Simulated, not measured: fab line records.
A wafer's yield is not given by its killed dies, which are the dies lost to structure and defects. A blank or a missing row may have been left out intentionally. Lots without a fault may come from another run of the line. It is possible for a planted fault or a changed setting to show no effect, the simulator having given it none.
Split-lot experiment | flow n5_finfet | route with 1938 steps; 7 lots, 21 wafers read

## THE SPLIT ITSELF
At N5_BEOL_M8_EXPOSE_08 (exposes mask M8), the setting dose_mj was moved away from the recipe's 68.25 on 7 of the 21 wafers read, by -5.7% to +6.6%. The other wafers ran this setting at the recipe's value.

## FROM THE SPLIT TO THE READING: what the file shows between them, 10 steps
- N5_BEOL_M8_PEB_09: peb time 60 s
- N5_BEOL_M8_DEVELOP_10: develop time 30 s
- N5_BEOL_M8_CD_MEAS_11: target cd 38.5 nm
- N5_BEOL_M8_HM_OPEN_17: chemistry Cl2/BCl3, target TiN, target depth 20 nm, overetch 6 nm
- N5_BEOL_M8_STRIP_19: strips in O2
- N5_BEOL_M8_CD_MEAS_18: pitch 80 nm, target cd 40 nm
- N5_BEOL_M8_COAT_63: time 60 s, resist thk 60 nm
- N5_BEOL_M8_COAT_64: time 60 s, resist thk 12 nm
- N5_BEOL_M8_PRECLEAN_42: cleans in residue remover, time 60 s
- N5_BEOL_M8_SRD_43: time 30 s

## THE READING
cd_nm, in nm, at N5_BEOL_M8_CD_MEAS_35 (target cd 40 nm). Fault-free wafers of this fab line usually give 40.7 nm, standard deviation 0.72 nm.

wafer  | tool, chamber at the split | dose_mj as run | against the recipe | cd_nm, nm | against lot-mates on the recipe
L080.1 | arfi_scanner-01, 0         | 68.25          | recipe             | 42.0      | -
L080.2 | arfi_scanner-01, 0         | 68.25          | recipe             | 40.7      | -
L080.5 | arfi_scanner-01, 0         | 68.25          | recipe             | 41.3      | -
L081.3 | arfi_scanner-03, 0         | 72.75          | +6.6%              | 43.2      | +2.5
L081.4 | arfi_scanner-03, 0         | 68.25          | recipe             | 40.7      | -
L081.6 | arfi_scanner-03, 0         | 72.75          | +6.6%              | 43.6      | +2.9
L084.1 | arfi_scanner-03, 0         | 68.25          | recipe             | 40.4      | -
L084.4 | arfi_scanner-03, 0         | 64.45          | -5.6%              | 39.2      | -2.0
L084.5 | arfi_scanner-03, 0         | 68.25          | recipe             | 42.0      | -
L088.1 | arfi_scanner-01, 0         | 68.25          | recipe             | 40.7      | -
L088.2 | arfi_scanner-01, 0         | 65.48          | -4.1%              | 38.4      | -2.4
L088.3 | arfi_scanner-01, 0         | 68.25          | recipe             | 40.8      | -
L091.1 | arfi_scanner-02, 0         | 66.32          | -2.8%              | 39.0      | -1.8
L091.5 | arfi_scanner-02, 0         | 68.25          | recipe             | 40.8      | -
L091.6 | arfi_scanner-02, 0         | 66.32          | -2.8%              | 39.9      | -0.9
L093.1 | arfi_scanner-02, 0         | 68.25          | recipe             | 40.3      | -
L093.2 | arfi_scanner-02, 0         | 68.25          | recipe             | 40.5      | -
L093.5 | arfi_scanner-02, 0         | 68.25          | recipe             | 40.9      | -
L095.3 | arfi_scanner-03, 0         | 68.25          | recipe             | 40.5      | -
L095.4 | arfi_scanner-03, 0         | 64.36          | -5.7%              | 38.7      | -1.8
L095.6 | arfi_scanner-03, 0         | 68.25          | recipe             | 40.5      | -

THE FIT
A straight line over all 21 wafers: cd_nm changes by +0.397 nm for each +1% of dose_mj; r = +0.92; the points scatter about the line by 0.54 nm.
The same after taking each lot's own level away (the mean of its wafers on the recipe; 21 wafers): +0.405 nm for each +1%; r = +0.94; scatter 0.44 nm.
The reading moves by 2.7 nm for the largest change in dose_mj, on that fit.
Across the lots, their own levels run from 40.50 to 41.33 nm, a range of 1.2 times the standard deviation given above.
Consequently the slope shifts little with the lot-to-lot level, the two slopes agreeing.
Check: with one of the wafers moved furthest among these (+6.6%) left out of the fit, the line predicts +2.73 nm for it against its lot-mates. It came out at +2.5 nm against them.

## OTHER SPLITS APPLIED TO THESE WAFERS
Before the reading, these wafers also passed through other splits. Each is held against what the fit with the lots' levels taken away leaves over:
other split on the same wafers | wafers away from the commonest value | r with cd_nm (lot level and that fit taken away)
N5_BEOL_M7_EXPOSE_08 dose_mj   | 4                                    | +0.01
N5_BEOL_M8_PECVD_70 temp_c     | 3                                    | +0.06

## THE WHOLE CHAIN: every reading that the file lists as answering this split, in the file's order
step                  | what it does                 | reading | change (the file's fit)               | r (the file's)
N5_BEOL_M8_CD_MEAS_11 | target cd 38.5 nm            | cd_nm   | +0.445 nm for each +1% of the setting | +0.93
N5_BEOL_M8_CD_MEAS_18 | pitch 80 nm, target cd 40 nm | cd_nm   | +0.439 nm for each +1% of the setting | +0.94
N5_BEOL_M8_CD_MEAS_35 | target cd 40 nm              | cd_nm   | +0.401 nm for each +1% of the setting | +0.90

## FILE'S OWN FIT
cd_nm changes by +0.401 nm for each +1% of dose_mj, r = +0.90.
